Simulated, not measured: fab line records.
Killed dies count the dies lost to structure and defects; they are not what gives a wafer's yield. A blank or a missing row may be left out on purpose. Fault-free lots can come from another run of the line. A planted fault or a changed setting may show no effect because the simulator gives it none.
Which tool was responsible? + flow nand harc + Sampling: 11 lots, 33 wafers, 4 of 1302 route steps

WHAT THE GAUGES SHOWED, per wafer
NHARC_P_GATE_CD_MEAS_46: target cd 720 nm.
| lot  | measured     | on        | cd nm (nm)                          |
|------|--------------|-----------|-------------------------------------|
| L495 | day 7 09:46  | cd sem-03 | 720.8 718.8 720.3                   |
| L497 | day 7 22:05  | cd sem-03 | 702.9 701.5 701.5 702.9 701.4 701.7 |
| L506 | day 11 14:33 | cd sem-03 | 718.9 717.6 721.2                   |
| L505 | day 11 17:05 | cd sem-02 | 719.0 718.9 722.1                   |
| L508 | day 12 14:21 | cd sem-03 | 715.7 720.0 718.4                   |
| L509 | day 13 02:26 | cd sem-02 | 718.8 716.9 720.2                   |
| L510 | day 13 07:16 | cd sem-01 | 718.7 718.7 718.2                   |
| L511 | day 14 00:41 | cd sem-01 | 719.4 722.2 719.1                   |
| L512 | day 14 00:50 | cd sem-03 | 719.3 719.4 718.5                   |
| L513 | day 14 16:29 | cd sem-01 | 717.3 720.1 716.1                   |
| L514 | day 15 00:01 | cd sem-03 | 720.5 716.3 720.9                   |

EACH LOT AND THE TOOL THAT RAN IT (in order: tool; ch and the chambers of the sampled wafers; start)
| lot  | NHARC_P_GATE_ETCH_104              | NHARC_P_GATE_ETCH_114                         | NHARC_P_GATE_EXPOSE_43            |
|------|------------------------------------|-----------------------------------------------|-----------------------------------|
| L495 | rie diel-09 ch 1,2, day 6 22:08    | rie diel-09 ch 0,1,3, day 7 09:37 or earlier  | krf scanner-04 ch 0, day 7 09:37  |
| L497 | rie diel-11 ch 0,1, day 7 10:23    | rie diel-11 ch 0,1,2, day 7 21:56 or earlier  | krf scanner-03 ch 0, day 7 21:56  |
| L506 | rie diel-03 ch 0,1,3, day 11 02:52 | rie diel-03 ch 0,1,3, day 11 14:23 or earlier | krf scanner-01 ch 0, day 11 14:23 |
| L505 | rie diel-11 ch 2,3, day 11 03:09   | rie diel-11 ch 0,1,2, day 11 16:56 or earlier | krf scanner-03 ch 0, day 11 16:56 |
| L508 | rie diel-11 ch 0,2,3, day 12 02:40 | rie diel-11 ch 0,2,3, day 12 14:12 or earlier | krf scanner-01 ch 0, day 12 14:12 |
| L509 | rie diel-11 ch 0,1,3, day 12 14:41 | rie diel-11 ch 0,1, day 13 02:17 or earlier   | krf scanner-03 ch 0, day 13 02:17 |
| L510 | rie diel-11 ch 1,2,3, day 12 19:43 | rie diel-11 ch 1,2,3, day 13 07:06 or earlier | krf scanner-01 ch 0, day 13 07:06 |
| L511 | rie diel-11 ch 0,1,3, day 13 12:55 | rie diel-11 ch 0,1,3, day 14 00:31 or earlier | krf scanner-04 ch 0, day 14 00:31 |
| L512 | rie diel-09 ch 1,2, day 13 13:05   | rie diel-09 ch 0,1,3, day 14 00:41 or earlier | krf scanner-03 ch 0, day 14 00:41 |
| L513 | rie diel-03 ch 0,1,3, day 14 04:43 | rie diel-03 ch 0,2,3, day 14 16:20 or earlier | krf scanner-01 ch 0, day 14 16:20 |
| L514 | rie diel-11 ch 0,1,2, day 14 12:18 | rie diel-11 ch 0,1,2, day 14 23:52 or earlier | krf scanner-04 ch 0, day 14 23:52 |
- NHARC_P_GATE_ETCH_104: etches the open film in CF4/CHF3, target depth 60 nm.
- NHARC_P_GATE_ETCH_114: etches the open film in CF4/O2, target depth 30 nm, overetch 3 nm, time 16.5 s.
- NHARC_P_GATE_EXPOSE_43: exposes mask P NSD, target cd 720 nm.

THE ANSWER, worked out from the rows above alone
Rule: what is usual is taken from the lots themselves. Put in order of their means at a reading, lots are off if they are a third of the lots or fewer, leave a main group of 4 or more, and stand apart from it by a gap of 3 or more times the standard deviation of the main group's means; of several such gaps the widest counts. A main group is skipped when, at the precision printed for the reading in the tables above, its means are all equal. Also off: a lot with no number at a reading for which 4 or more lots have one. The other lots that the step has rows for count as sound.
Off: L497 (NHARC_P_GATE_CD_MEAS_46, cd nm). The main group: mean 719.1 nm, standard deviation 0.78.
If a tool, at a process step before that reading, ran all the lots that are off and no sound lot after the first of them, it fits. Those tools and the gauges at NHARC_P_GATE_CD_MEAS_46 are tried in the same way. NHARC_P_GATE_ETCH_114: start missing for some lots; hours and lot order therefore follow NHARC_P_GATE_EXPOSE_43. Of those tried, none fits.

WHAT THE SIMULATOR PUT IN
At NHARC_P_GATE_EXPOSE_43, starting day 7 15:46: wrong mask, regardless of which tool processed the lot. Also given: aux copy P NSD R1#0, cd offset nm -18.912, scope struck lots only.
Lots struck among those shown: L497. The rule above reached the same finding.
